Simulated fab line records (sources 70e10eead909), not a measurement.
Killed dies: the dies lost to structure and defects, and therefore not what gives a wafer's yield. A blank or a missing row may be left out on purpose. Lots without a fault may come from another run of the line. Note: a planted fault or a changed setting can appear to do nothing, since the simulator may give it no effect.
Chamber matching :: flow nand_harc :: NHARC_A_CHANNEL_FILL_D1_ALD_25 on ald_hk-01 has 4 sister chambers
The step deposits SiOx, target thk 60 nm, pulse time 10 s, ald cycles 600. 4 wafers are shown with their chamber, then 11 later ones without.

WAFERS PAIRED WITH THEIR CHAMBERS
wafer: L088.4
chamber: 2
heater_power_w (W): 452

wafer: L088.5
chamber: 0
heater_power_w (W): 382

wafer: L088.6
chamber: 1
heater_power_w (W): 443

wafer: L089.1
chamber: 3
heater_power_w (W): 477

WAFERS WHOSE CHAMBER IS MISSING
wafer: L089.3
heater_power_w (W): 444

wafer: L089.6
heater_power_w (W): 475

wafer: L091.3
heater_power_w (W): 470

wafer: L091.4
heater_power_w (W): 456

wafer: L091.6
heater_power_w (W): 451

wafer: L094.1
heater_power_w (W): 388

wafer: L094.2
heater_power_w (W): 460

wafer: L094.4
heater_power_w (W): 458

wafer: L097.2
heater_power_w (W): 470

wafer: L097.3
heater_power_w (W): 385

wafer: L097.6
heater_power_w (W): 443

EACH ONE'S CHAMBER
wafer: L089.3
from the rows above: can't be placed: 1 or 2
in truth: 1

wafer: L089.6
from the rows above: 3
in truth: 3

wafer: L091.3
from the rows above: 3
in truth: 3

wafer: L091.4
from the rows above: can't be placed: 2 or 1
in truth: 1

wafer: L091.6
from the rows above: can't be placed: 2 or 1
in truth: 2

wafer: L094.1
from the rows above: 0
in truth: 0

wafer: L094.2
from the rows above: can't be placed: 2 or 1 or 3
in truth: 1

wafer: L094.4
from the rows above: can't be placed: 2 or 1
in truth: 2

wafer: L097.2
from the rows above: 3
in truth: 3

wafer: L097.3
from the rows above: 0
in truth: 0

wafer: L097.6
from the rows above: can't be placed: 1 or 2
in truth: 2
5 of 11 placed correctly. Unplaceable from these rows: 6, with the true chamber sitting among the candidates in 6. Number placed wrongly: 0.
How it was worked out, from the rows above alone: a wafer's distance from a chamber is the root of the sum, over the readings, of the square of ((its reading less the chamber's mean) divided by the reading's scatter). If the next closest chamber is less than 2 further off than the closest, the wafer can't be placed; otherwise it belongs to the closest. For every chamber, the mean is computed from those of its wafers that are shown. The scatter (one wafer shown for each chamber): square how far every hidden wafer sits from the nearest shown wafer, average those squares and take the square root.
